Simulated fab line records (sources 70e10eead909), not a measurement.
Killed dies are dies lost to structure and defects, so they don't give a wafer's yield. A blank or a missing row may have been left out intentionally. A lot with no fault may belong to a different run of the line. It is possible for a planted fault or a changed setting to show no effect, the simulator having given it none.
Which tool was responsible?	flow nand_harc	14 lots with 39 wafers sampled at 2 steps, on a route of 1302 steps

WHAT EACH GAUGE READ, for each wafer
NHARC_A_M1_CD_MEAS_16. Usual: cd_nm at 120.0 nm, with a standard deviation of 0.77.
lot	measured	on	cd_nm (nm)	flag
L814	day 23 05:47	cd_sem-01	120.9 121.3 120.2	
L812	day 23 07:07	cd_sem-02	119.3 119.7 120.2	
L816	day 24 05:52	cd_sem-03	119.9 120.3 121.5	
L817	day 25 06:01	cd_sem-01	119.4 119.5 120.1	
L818	day 25 11:47	cd_sem-01	119.3 118.4 119.4	
L819	day 26 05:56	cd_sem-02	119.5 120.1 120.0	
L820	day 26 18:56	cd_sem-02	120.4 119.6 119.7	
L824	day 27 15:59	cd_sem-01	121.3 120.7 121.8	
L829	day 30 05:50	cd_sem-01	120.2 119.8	
L830	day 30 10:23	cd_sem-01	119.6 119.5	
L831	day 30 17:35	cd_sem-03	120.6 119.9	
L832	day 31 01:25	cd_sem-01	119.2 118.6 119.1	
L833	day 31 16:20	cd_sem-03	119.6 119.6 119.0	
L835	day 32 11:25	cd_sem-01	119.5 119.7 120.4	

EACH LOT AND THE TOOL THAT RAN IT (in order: tool; ch and the chambers of the sampled wafers; start)
lot	NHARC_A_M1_ETCH_15
L814	rie_diel-02 ch 0,1,3, day 23 05:47 or earlier
L812	rie_diel-02 ch 2,3, day 23 07:07 or earlier
L816	rie_diel-02 ch 0,2,3, day 24 05:52 or earlier
L817	rie_diel-03 ch 0,2,3, day 25 06:01 or earlier
L818	rie_diel-12 ch 0,1,3, day 25 11:47 or earlier
L819	rie_diel-12 ch 0,1,3, day 26 05:56 or earlier
L820	rie_diel-02 ch 0,1,3, day 26 18:56 or earlier
L824	rie_diel-02 ch 0,1,2, day 27 15:59 or earlier
L829	rie_diel-03 ch 3, day 30 05:50 or earlier
L830	rie_diel-03 ch 0,3, day 30 10:23 or earlier
L831	rie_diel-02 ch 0,1, day 30 17:35 or earlier
L832	rie_diel-12 ch 0,1,2, day 31 01:25 or earlier
L833	rie_diel-03 ch 0,3, day 31 16:20 or earlier
L835	rie_diel-03 ch 1,2,3, day 32 11:25 or earlier
- NHARC_A_M1_ETCH_15: etches the open film in C4F8/Ar, target depth 182.5 nm, time 91.2 s.

AS READ BY THE TOOLS THEMSELVES (means over the sampled wafers that have a number; for cases with no such wafer, the mark the record gives instead)
NHARC_A_M1_ETCH_15. Usual: oes_product_au 0.953 a.u., standard deviation 0.021; rf_vpp_V 440.6 V, standard deviation 2.8.
lot	tool	oes_product_au (a.u.)	rf_vpp_V (V)	flag
L814	rie_diel-02	0.952	439.3	
L812	rie_diel-02	0.959	438.2	
L816	rie_diel-02	0.916	437.6	
L817	rie_diel-03	0.972	441.8	
L818	rie_diel-12	0.921	442.9	
L819	rie_diel-12	0.928	441.9	
L820	rie_diel-02	0.958	439.5	
L824	rie_diel-02	0.970	438.7	
L829	rie_diel-03	0.958	444.8	
L830	rie_diel-03	0.925	440.4	
L831	rie_diel-02	0.966	439.9	
L832	rie_diel-12	0.963	443.4	
L833	rie_diel-03	0.960	442.1	
L835	rie_diel-03	0.941	442.1	

THE ANSWER, worked out from the rows above alone
Rule: a lot is off if the mean of its wafers that have a number lies more than 3 standard deviations from the usual mean. A lot without any number at a reading at which 4 lots or more have one is off too. Any other lot the step has rows for is counted as sound. The gauges are gone through in route order, then the tools' own readings, and for those a lot's mean is taken as printed above. The first step at which some lot is off is used, and at that step the reading that is off furthest; a lot without a number counts as furthest.
None of the lots is off at any reading shown; this tells nothing.

WHAT THE SIMULATOR PUT IN
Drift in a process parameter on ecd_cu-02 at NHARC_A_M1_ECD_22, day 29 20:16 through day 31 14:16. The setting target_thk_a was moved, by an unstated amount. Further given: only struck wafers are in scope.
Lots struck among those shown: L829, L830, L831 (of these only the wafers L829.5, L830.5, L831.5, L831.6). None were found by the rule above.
